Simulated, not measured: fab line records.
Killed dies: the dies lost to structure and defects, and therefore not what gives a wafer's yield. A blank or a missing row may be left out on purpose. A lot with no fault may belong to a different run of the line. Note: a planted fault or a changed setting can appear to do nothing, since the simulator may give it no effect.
Chamber matching | flow n5 finfet | N5_BEOL_M7_PECVD_70 on pecvd-03 has 3 sister chambers
The step deposits SiO2 from TEOS/O2, target thk 20 nm, time 22.7 s. 3 wafers are shown with their chamber, then 8 later ones without.

== WAFERS PAIRED WITH THEIR CHAMBERS ==
wafer  | chamber | throttle valve pct (%)
L082.6 | 0       | 23.5
L086.6 | 2       | 20.7
L090.1 | 1       | 21.9

== WAFERS WHOSE CHAMBER IS MISSING ==
wafer  | throttle valve pct (%)
L090.4 | 22.1
L090.5 | 20.8
L093.2 | 22.1
L093.5 | 21.1
L093.6 | 21.9
L094.2 | 22.0
L094.3 | 23.4
L094.4 | 23.4

== WHICH CHAMBER EACH WENT THROUGH ==
wafer  | from the rows above | in truth
L090.4 | 1                   | 1
L090.5 | 2                   | 2
L093.2 | 1                   | 1
L093.5 | 2                   | 2
L093.6 | 1                   | 1
L094.2 | 1                   | 1
L094.3 | 0                   | 0
L094.4 | 0                   | 0
Correct placement for 8 of the 8. Not placeable from these rows: 0. Placed wrongly: 0.
How it was worked out, from the rows above alone: a wafer's distance from a chamber is the root of the sum, over the readings, of the square of ((its reading less the chamber's mean) divided by the reading's scatter). The wafer belongs to the nearest chamber; if the next one is less than 2 further off, it can't be placed. Each chamber's mean is taken over the wafers shown for it. The scatter: with one shown wafer a chamber, the root of the mean of the squares of how far each hidden wafer lies from its nearest shown one.
